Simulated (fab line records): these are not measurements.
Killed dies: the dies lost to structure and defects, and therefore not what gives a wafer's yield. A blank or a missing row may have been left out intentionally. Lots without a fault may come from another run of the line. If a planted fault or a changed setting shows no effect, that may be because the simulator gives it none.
Which tool was responsible? / flow n5_finfet / 72 wafers from 24 lots sampled at 5 of the route's 1938 steps

== WHAT EACH GAUGE READ, for each wafer ==
N5_BEOL_M9_INSPECT_30: inspects for defects (brightfield). Usual: raw_defect_count 417, standard deviation 93.
lot=L074; measured=day 10 06:50; on=defect_inspect-01; raw_defect_count=368 565 345; flag=
lot=L075; measured=day 10 19:57; on=defect_inspect-01; raw_defect_count=530 833 678; flag=
lot=L076; measured=day 11 00:27; on=defect_inspect-02; raw_defect_count=416 361 430; flag=
lot=L079; measured=day 11 06:28; on=defect_inspect-02; raw_defect_count=429 444 415; flag=
lot=L077; measured=day 11 08:22; on=defect_inspect-01; raw_defect_count=539 455 441; flag=
lot=L078; measured=day 11 08:26; on=defect_inspect-01; raw_defect_count=382 292 458; flag=
lot=L080; measured=day 11 21:17; on=defect_inspect-02; raw_defect_count=414 416 341; flag=
lot=L081; measured=day 11 23:21; on=defect_inspect-02; raw_defect_count=476 385 474; flag=
lot=L083; measured=day 11 23:26; on=defect_inspect-01; raw_defect_count=447 365 410; flag=
lot=L082; measured=day 12 02:32; on=defect_inspect-02; raw_defect_count=430 408 394; flag=
lot=L084; measured=day 12 09:41; on=defect_inspect-01; raw_defect_count=369 343 335; flag=
lot=L085; measured=day 12 16:53; on=defect_inspect-01; raw_defect_count=469 410 438; flag=
lot=L087; measured=day 13 13:47; on=defect_inspect-01; raw_defect_count=499 518 373; flag=
lot=L086; measured=day 13 13:57; on=defect_inspect-01; raw_defect_count=425 341 385; flag=
lot=L089; measured=day 13 22:17; on=defect_inspect-01; raw_defect_count=531 404 380; flag=
lot=L088; measured=day 14 01:21; on=defect_inspect-01; raw_defect_count=281 330 345; flag=
lot=L091; measured=day 14 04:39; on=defect_inspect-01; raw_defect_count=318 442 382; flag=
lot=L090; measured=day 14 11:07; on=defect_inspect-02; raw_defect_count=413 432 495; flag=
lot=L093; measured=day 14 19:52; on=defect_inspect-01; raw_defect_count=557 617 400; flag=
lot=L092; measured=day 15 04:46; on=defect_inspect-01; raw_defect_count=499 531 366; flag=
lot=L094; measured=day 15 17:08; on=defect_inspect-02; raw_defect_count=417 392 328; flag=
lot=L096; measured=day 16 01:25; on=defect_inspect-01; raw_defect_count=434 355 356; flag=
lot=L095; measured=day 16 01:16; on=defect_inspect-01; raw_defect_count=350 256 441; flag=
lot=L097; measured=day 16 05:16; on=defect_inspect-02; raw_defect_count=560 483 349; flag=

N5_BEOL_M10_OVL_MEAS_29. Usual: for V9_OVL the level is 0.4 nm and the standard deviation is 0.76.
lot=L074; measured=day 10 15:37; on=overlay-02; V9_OVL (nm)=-0.1 -0.4 -0.8; flag=
lot=L075; measured=day 11 04:22; on=overlay-02; V9_OVL (nm)=1.2 0.8 0.8; flag=
lot=L076; measured=day 11 08:30; on=overlay-02; V9_OVL (nm)=0.4 1.0 0.9; flag=
lot=L079; measured=day 11 13:53; on=overlay-02; V9_OVL (nm)=0.5 1.5 0.4; flag=
lot=L077; measured=day 11 14:05; on=overlay-01; V9_OVL (nm)=0.9 0.0 1.1; flag=
lot=L078; measured=day 11 14:08; on=overlay-01; V9_OVL (nm)=0.6 0.2 0.1; flag=
lot=L080; measured=day 12 07:16; on=overlay-01; V9_OVL (nm)=2.5 2.6 1.4; flag=
lot=L081; measured=day 12 07:35; on=overlay-01; V9_OVL (nm)=0.5 -0.4 0.4; flag=
lot=L083; measured=day 12 07:25; on=overlay-01; V9_OVL (nm)=0.7 1.1 0.1; flag=
lot=L082; measured=day 12 10:13; on=overlay-02; V9_OVL (nm)=0.9 0.2 -0.4; flag=
lot=L084; measured=day 12 16:49; on=overlay-02; V9_OVL (nm)=-0.9 0.6 0.0; flag=
lot=L085; measured=day 13 03:47; on=overlay-02; V9_OVL (nm)=-1.6 -0.9 0.3; flag=
lot=L087; measured=day 13 22:18; on=overlay-02; V9_OVL (nm)=0.2 -0.4 -0.2; flag=
lot=L086; measured=day 13 22:28; on=overlay-01; V9_OVL (nm)=1.0 0.4 1.2; flag=
lot=L089; measured=day 14 04:38; on=overlay-01; V9_OVL (nm)=0.7 -0.9 0.3; flag=
lot=L088; measured=day 14 11:02; on=overlay-02; V9_OVL (nm)=-0.1 -0.7 -0.5; flag=
lot=L091; measured=day 14 13:16; on=overlay-02; V9_OVL (nm)=0.3 -0.5 0.5; flag=
lot=L090; measured=day 14 19:53; on=overlay-02; V9_OVL (nm)=1.6 1.4 1.7; flag=
lot=L093; measured=day 15 01:58; on=overlay-01; V9_OVL (nm)=-0.2 0.4 -0.3; flag=
lot=L092; measured=day 15 12:59; on=overlay-02; V9_OVL (nm)=0.7 0.3 0.4; flag=
lot=L094; measured=day 16 01:52; on=overlay-01; V9_OVL (nm)=-0.3 0.4 -0.3; flag=
lot=L096; measured=day 16 11:05; on=overlay-01; V9_OVL (nm)=0.6 0.7 0.1; flag=
lot=L095; measured=day 16 08:18; on=overlay-01; V9_OVL (nm)=0.8 0.3 -0.2; flag=
lot=L097; measured=day 16 13:53; on=overlay-01; V9_OVL (nm)=0.7 -0.7 -0.3; flag=

== WHAT TOOL EACH LOT RAN ON (gives the tool, then ch and the chambers of the sampled wafers, and finally the start) ==
lot=L074; N5_BEOL_M8_DEP_56=pecvd-01 ch 0,2, day 10 03:28; N5_BEOL_M9_STRIP_19=rie_diel-02 ch 0,1,2, day 10 06:23; N5_BEOL_M9_SURFACE_TREAT_79=pvd_sputter-02, day 10 09:56
lot=L075; N5_BEOL_M8_DEP_56=pecvd-01 ch 0,1,2, day 10 14:43; N5_BEOL_M9_STRIP_19=rie_diel-05 ch 0,2,3, day 10 17:43; N5_BEOL_M9_SURFACE_TREAT_79=pvd_sputter-01, day 10 22:07
lot=L076; N5_BEOL_M8_DEP_56=pecvd-03 ch 0,2, day 10 20:37; N5_BEOL_M9_STRIP_19=rie_diel-04 ch 1,2,3, day 10 22:59; N5_BEOL_M9_SURFACE_TREAT_79=pvd_sputter-01, day 11 04:05
lot=L079; N5_BEOL_M8_DEP_56=pecvd-01 ch 0,1,2, day 11 00:47; N5_BEOL_M9_STRIP_19=rie_diel-02 ch 0,1,2, day 11 06:00; N5_BEOL_M9_SURFACE_TREAT_79=pvd_sputter-03, day 11 08:47
lot=L077; N5_BEOL_M8_DEP_56=pecvd-02 ch 0,1, day 11 01:53; N5_BEOL_M9_STRIP_19=rie_diel-05 ch 0,3, day 11 06:29; N5_BEOL_M9_SURFACE_TREAT_79=pvd_sputter-01, day 11 09:48
lot=L078; N5_BEOL_M8_DEP_56=pecvd-03 ch 0,1,2, day 11 05:14; N5_BEOL_M9_STRIP_19=rie_diel-04 ch 0,1,2, day 11 07:34; N5_BEOL_M9_SURFACE_TREAT_79=pvd_sputter-03, day 11 10:08
lot=L080; N5_BEOL_M8_DEP_56=pecvd-02 ch 0,1,2, day 11 16:08; N5_BEOL_M9_STRIP_19=rie_diel-02 ch 0,1,3, day 11 19:31; N5_BEOL_M9_SURFACE_TREAT_79=pvd_sputter-02, day 11 23:22
lot=L081; N5_BEOL_M8_DEP_56=pecvd-01 ch 1,2, day 11 18:01; N5_BEOL_M9_STRIP_19=rie_diel-02 ch 1,3, day 11 22:46; N5_BEOL_M9_SURFACE_TREAT_79=pvd_sputter-03, day 12 02:40
lot=L083; N5_BEOL_M8_DEP_56=pecvd-01 ch 0,2, day 11 18:24; N5_BEOL_M9_STRIP_19=rie_diel-02 ch 0,1,3, day 11 22:59; N5_BEOL_M9_SURFACE_TREAT_79=pvd_sputter-03, day 12 02:37
lot=L082; N5_BEOL_M8_DEP_56=pecvd-02 ch 0,1, day 11 22:37; N5_BEOL_M9_STRIP_19=rie_diel-05 ch 1,2,3, day 12 00:44; N5_BEOL_M9_SURFACE_TREAT_79=pvd_sputter-03, day 12 04:37
lot=L084; N5_BEOL_M8_DEP_56=pecvd-02 ch 0,1, day 12 06:16; N5_BEOL_M9_STRIP_19=rie_diel-05 ch 0,2,3, day 12 09:03; N5_BEOL_M9_SURFACE_TREAT_79=pvd_sputter-03, day 12 12:49
lot=L085; N5_BEOL_M8_DEP_56=pecvd-02 ch 0,1,2, day 12 11:04; N5_BEOL_M9_STRIP_19=rie_diel-02 ch 0,1, day 12 15:26; N5_BEOL_M9_SURFACE_TREAT_79=pvd_sputter-01, day 12 18:49
lot=L087; N5_BEOL_M8_DEP_56=pecvd-01 ch 0,2, day 13 07:59; N5_BEOL_M9_STRIP_19=rie_diel-04 ch 0,1,2, day 13 10:11; N5_BEOL_M9_SURFACE_TREAT_79=pvd_sputter-02, day 13 15:30
lot=L086; N5_BEOL_M8_DEP_56=pecvd-01 ch 0,1,2, day 13 08:34; N5_BEOL_M9_STRIP_19=rie_diel-05 ch 0,1,3, day 13 11:15; N5_BEOL_M9_SURFACE_TREAT_79=pvd_sputter-02, day 13 16:44
lot=L089; N5_BEOL_M8_DEP_56=pecvd-03 ch 0,2, day 13 16:22; N5_BEOL_M9_STRIP_19=rie_diel-02 ch 0,3, day 13 20:22; N5_BEOL_M9_SURFACE_TREAT_79=pvd_sputter-01, day 13 23:45
lot=L088; N5_BEOL_M8_DEP_56=pecvd-01 ch 1,2, day 13 20:53; N5_BEOL_M9_STRIP_19=rie_diel-02 ch 0,3, day 14 00:20; N5_BEOL_M9_SURFACE_TREAT_79=pvd_sputter-02, day 14 03:13
lot=L091; N5_BEOL_M8_DEP_56=pecvd-03 ch 0,1,2, day 14 01:13; N5_BEOL_M9_STRIP_19=rie_diel-02 ch 1,3, day 14 04:02; N5_BEOL_M9_SURFACE_TREAT_79=pvd_sputter-02, day 14 06:14
lot=L090; N5_BEOL_M8_DEP_56=pecvd-03 ch 0,1,2, day 14 05:35; N5_BEOL_M9_STRIP_19=rie_diel-04 ch 0,1,3, day 14 07:40; N5_BEOL_M9_SURFACE_TREAT_79=pvd_sputter-01, day 14 12:58
lot=L093; N5_BEOL_M8_DEP_56=pecvd-01 ch 0,1,2, day 14 14:29; N5_BEOL_M9_STRIP_19=rie_diel-04 ch 0,2,3, day 14 16:47; N5_BEOL_M9_SURFACE_TREAT_79=pvd_sputter-02, day 14 21:23
lot=L092; N5_BEOL_M8_DEP_56=pecvd-02 ch 0,2, day 15 00:53; N5_BEOL_M9_STRIP_19=rie_diel-02 ch 0,2, day 15 03:29; N5_BEOL_M9_SURFACE_TREAT_79=pvd_sputter-01, day 15 06:40
lot=L094; N5_BEOL_M8_DEP_56=pecvd-03 ch 0,1, day 15 12:14; N5_BEOL_M9_STRIP_19=rie_diel-02 ch 1,2,3, day 15 14:31; N5_BEOL_M9_SURFACE_TREAT_79=pvd_sputter-02, day 15 18:52
lot=L096; N5_BEOL_M8_DEP_56=pecvd-02 ch 0,1,2, day 15 20:05; N5_BEOL_M9_STRIP_19=rie_diel-04 ch 1,2, day 15 23:27; N5_BEOL_M9_SURFACE_TREAT_79=pvd_sputter-01, day 16 03:23
lot=L095; N5_BEOL_M8_DEP_56=pecvd-02 ch 0,1,2, day 15 20:43; N5_BEOL_M9_STRIP_19=rie_diel-04 ch 2,3, day 15 23:32; N5_BEOL_M9_SURFACE_TREAT_79=pvd_sputter-03, day 16 02:46
lot=L097; N5_BEOL_M8_DEP_56=pecvd-02 ch 0,1,2, day 15 23:52; N5_BEOL_M9_STRIP_19=rie_diel-02 ch 1,2,3, day 16 03:45; N5_BEOL_M9_SURFACE_TREAT_79=pvd_sputter-03, day 16 07:07
- N5_BEOL_M8_DEP_56: deposits SiCN from 3MS/NH3, target thk 10 nm, time 17.5 s.
- N5_BEOL_M9_STRIP_19: strips in O2.
- N5_BEOL_M9_SURFACE_TREAT_79

== AS READ BY THE TOOLS THEMSELVES (means over the sampled wafers that have a number; for cases with no such wafer, the mark the record gives instead) ==
N5_BEOL_M8_DEP_56. Usual: showerhead_plenum_p_Torr 3.664 Torr, standard deviation 0.014; throttle_valve_pct 9.2 %, standard deviation 0.63.
lot=L074; tool=pecvd-01; showerhead_plenum_p_Torr (Torr)=3.665; throttle_valve_pct (%)=8.9; flag=
lot=L075; tool=pecvd-01; showerhead_plenum_p_Torr (Torr)=3.665; throttle_valve_pct (%)=9.5; flag=
lot=L076; tool=pecvd-03; showerhead_plenum_p_Torr (Torr)=3.663; throttle_valve_pct (%)=9.1; flag=
lot=L079; tool=pecvd-01; showerhead_plenum_p_Torr (Torr)=3.665; throttle_valve_pct (%)=9.5; flag=
lot=L077; tool=pecvd-02; showerhead_plenum_p_Torr (Torr)=3.663; throttle_valve_pct (%)=8.6; flag=
lot=L078; tool=pecvd-03; showerhead_plenum_p_Torr (Torr)=3.666; throttle_valve_pct (%)=8.9; flag=
lot=L080; tool=pecvd-02; showerhead_plenum_p_Torr (Torr)=3.662; throttle_valve_pct (%)=8.9; flag=
lot=L081; tool=pecvd-01; showerhead_plenum_p_Torr (Torr)=3.677; throttle_valve_pct (%)=9.7; flag=
lot=L083; tool=pecvd-01; showerhead_plenum_p_Torr (Torr)=3.679; throttle_valve_pct (%)=9.0; flag=
lot=L082; tool=pecvd-02; showerhead_plenum_p_Torr (Torr)=3.670; throttle_valve_pct (%)=9.0; flag=
lot=L084; tool=pecvd-02; showerhead_plenum_p_Torr (Torr)=3.666; throttle_valve_pct (%)=8.9; flag=
lot=L085; tool=pecvd-02; showerhead_plenum_p_Torr (Torr)=3.660; throttle_valve_pct (%)=8.9; flag=
lot=L087; tool=pecvd-01; showerhead_plenum_p_Torr (Torr)=3.678; throttle_valve_pct (%)=9.1; flag=
lot=L086; tool=pecvd-01; showerhead_plenum_p_Torr (Torr)=3.664; throttle_valve_pct (%)=9.4; flag=
lot=L089; tool=pecvd-03; showerhead_plenum_p_Torr (Torr)=3.667; throttle_valve_pct (%)=8.9; flag=
lot=L088; tool=pecvd-01; showerhead_plenum_p_Torr (Torr)=3.682; throttle_valve_pct (%)=9.5; flag=
lot=L091; tool=pecvd-03; showerhead_plenum_p_Torr (Torr)=3.665; throttle_valve_pct (%)=9.0; flag=
lot=L090; tool=pecvd-03; showerhead_plenum_p_Torr (Torr)=3.663; throttle_valve_pct (%)=8.9; flag=
lot=L093; tool=pecvd-01; showerhead_plenum_p_Torr (Torr)=3.660; throttle_valve_pct (%)=9.6; flag=
lot=L092; tool=pecvd-02; showerhead_plenum_p_Torr (Torr)=3.670; throttle_valve_pct (%)=9.2; flag=
lot=L094; tool=pecvd-03; showerhead_plenum_p_Torr (Torr)=3.652; throttle_valve_pct (%)=9.3; flag=
lot=L096; tool=pecvd-02; showerhead_plenum_p_Torr (Torr)=3.668; throttle_valve_pct (%)=9.1; flag=
lot=L095; tool=pecvd-02; showerhead_plenum_p_Torr (Torr)=3.663; throttle_valve_pct (%)=8.8; flag=
lot=L097; tool=pecvd-02; showerhead_plenum_p_Torr (Torr)=3.660; throttle_valve_pct (%)=8.9; flag=

N5_BEOL_M9_STRIP_19. Usual: drypump_motor_current_A 5.5 A, standard deviation 0.4; oes_product_au 0.81 a.u., standard deviation 0.086; rf_vpp_V 3.6 V, standard deviation 0.56; showerhead_plenum_p_Torr 2.13 Torr, standard deviation 0.051; throttle_valve_pct 16.61 %, standard deviation 0.24.
lot=L074; tool=rie_diel-02; drypump_motor_current_A (A)=5.3; oes_product_au (a.u.)=0.90; rf_vpp_V (V)=4.0; showerhead_plenum_p_Torr (Torr)=2.16; throttle_valve_pct (%)=16.36; flag=
lot=L075; tool=rie_diel-05; drypump_motor_current_A (A)=5.8; oes_product_au (a.u.)=0.83; rf_vpp_V (V)=3.7; showerhead_plenum_p_Torr (Torr)=2.12; throttle_valve_pct (%)=16.70; flag=
lot=L076; tool=rie_diel-04; drypump_motor_current_A (A)=5.8; oes_product_au (a.u.)=0.87; rf_vpp_V (V)=3.8; showerhead_plenum_p_Torr (Torr)=2.09; throttle_valve_pct (%)=16.56; flag=
lot=L079; tool=rie_diel-02; drypump_motor_current_A (A)=5.3; oes_product_au (a.u.)=0.87; rf_vpp_V (V)=3.8; showerhead_plenum_p_Torr (Torr)=2.15; throttle_valve_pct (%)=16.38; flag=
lot=L077; tool=rie_diel-05; drypump_motor_current_A (A)=5.8; oes_product_au (a.u.)=0.82; rf_vpp_V (V)=3.6; showerhead_plenum_p_Torr (Torr)=2.09; throttle_valve_pct (%)=16.67; flag=
lot=L078; tool=rie_diel-04; drypump_motor_current_A (A)=5.8; oes_product_au (a.u.)=0.83; rf_vpp_V (V)=3.6; showerhead_plenum_p_Torr (Torr)=2.09; throttle_valve_pct (%)=16.59; flag=
lot=L080; tool=rie_diel-02; drypump_motor_current_A (A)=5.1; oes_product_au (a.u.)=0.84; rf_vpp_V (V)=3.7; showerhead_plenum_p_Torr (Torr)=2.17; throttle_valve_pct (%)=16.48; flag=
lot=L081; tool=rie_diel-02; drypump_motor_current_A (A)=5.1; oes_product_au (a.u.)=0.77; rf_vpp_V (V)=3.9; showerhead_plenum_p_Torr (Torr)=2.16; throttle_valve_pct (%)=16.71; flag=
lot=L083; tool=rie_diel-02; drypump_motor_current_A (A)=5.2; oes_product_au (a.u.)=0.85; rf_vpp_V (V)=3.7; showerhead_plenum_p_Torr (Torr)=2.17; throttle_valve_pct (%)=16.49; flag=
lot=L082; tool=rie_diel-05; drypump_motor_current_A (A)=5.6; oes_product_au (a.u.)=0.82; rf_vpp_V (V)=3.4; showerhead_plenum_p_Torr (Torr)=2.11; throttle_valve_pct (%)=16.65; flag=
lot=L084; tool=rie_diel-05; drypump_motor_current_A (A)=5.8; oes_product_au (a.u.)=0.81; rf_vpp_V (V)=3.6; showerhead_plenum_p_Torr (Torr)=2.12; throttle_valve_pct (%)=16.73; flag=
lot=L085; tool=rie_diel-02; drypump_motor_current_A (A)=5.1; oes_product_au (a.u.)=0.92; rf_vpp_V (V)=3.5; showerhead_plenum_p_Torr (Torr)=2.15; throttle_valve_pct (%)=16.30; flag=
lot=L087; tool=rie_diel-04; drypump_motor_current_A (A)=5.9; oes_product_au (a.u.)=0.81; rf_vpp_V (V)=4.2; showerhead_plenum_p_Torr (Torr)=2.09; throttle_valve_pct (%)=16.62; flag=
lot=L086; tool=rie_diel-05; drypump_motor_current_A (A)=5.8; oes_product_au (a.u.)=0.76; rf_vpp_V (V)=3.8; showerhead_plenum_p_Torr (Torr)=2.10; throttle_valve_pct (%)=16.77; flag=
lot=L089; tool=rie_diel-02; drypump_motor_current_A (A)=5.3; oes_product_au (a.u.)=0.83; rf_vpp_V (V)=3.5; showerhead_plenum_p_Torr (Torr)=2.20; throttle_valve_pct (%)=16.50; flag=
lot=L088; tool=rie_diel-02; drypump_motor_current_A (A)=5.3; oes_product_au (a.u.)=0.75; rf_vpp_V (V)=3.1; showerhead_plenum_p_Torr (Torr)=2.18; throttle_valve_pct (%)=16.72; flag=
lot=L091; tool=rie_diel-02; drypump_motor_current_A (A)=5.0; oes_product_au (a.u.)=0.83; rf_vpp_V (V)=3.5; showerhead_plenum_p_Torr (Torr)=2.13; throttle_valve_pct (%)=16.52; flag=
lot=L090; tool=rie_diel-04; drypump_motor_current_A (A)=5.6; oes_product_au (a.u.)=0.80; rf_vpp_V (V)=3.3; showerhead_plenum_p_Torr (Torr)=2.08; throttle_valve_pct (%)=16.59; flag=
lot=L093; tool=rie_diel-04; drypump_motor_current_A (A)=6.0; oes_product_au (a.u.)=0.79; rf_vpp_V (V)=3.6; showerhead_plenum_p_Torr (Torr)=2.11; throttle_valve_pct (%)=16.72; flag=
lot=L092; tool=rie_diel-02; drypump_motor_current_A (A)=5.4; oes_product_au (a.u.)=0.83; rf_vpp_V (V)=3.4; showerhead_plenum_p_Torr (Torr)=2.18; throttle_valve_pct (%)=16.41; flag=
lot=L094; tool=rie_diel-02; drypump_motor_current_A (A)=5.2; oes_product_au (a.u.)=0.75; rf_vpp_V (V)=3.7; showerhead_plenum_p_Torr (Torr)=2.12; throttle_valve_pct (%)=16.65; flag=
lot=L096; tool=rie_diel-04; drypump_motor_current_A (A)=5.7; oes_product_au (a.u.)=0.83; rf_vpp_V (V)=3.7; showerhead_plenum_p_Torr (Torr)=2.05; throttle_valve_pct (%)=16.54; flag=
lot=L095; tool=rie_diel-04; drypump_motor_current_A (A)=5.9; oes_product_au (a.u.)=0.80; rf_vpp_V (V)=3.0; showerhead_plenum_p_Torr (Torr)=2.11; throttle_valve_pct (%)=16.71; flag=
lot=L097; tool=rie_diel-02; drypump_motor_current_A (A)=5.2; oes_product_au (a.u.)=0.75; rf_vpp_V (V)=3.2; showerhead_plenum_p_Torr (Torr)=2.12; throttle_valve_pct (%)=16.67; flag=

== THE ANSWER, worked out from the rows above alone ==
Rule: a lot is off if the mean of its wafers that have a number lies more than 3 standard deviations from the usual mean. A lot without any number at a reading at which 4 lots or more have one is off too. Any other lot the step has rows for is counted as sound. After the gauges, taken in route order, come the tools' own readings; for these a lot's mean is taken, as printed above. At the first step where some lot is off, the reading lying furthest off is the one used; lots without a number count as furthest.
No lot is off at any reading shown: from this, nothing can be told.

== WHAT THE SIMULATOR HAD PUT IN ==
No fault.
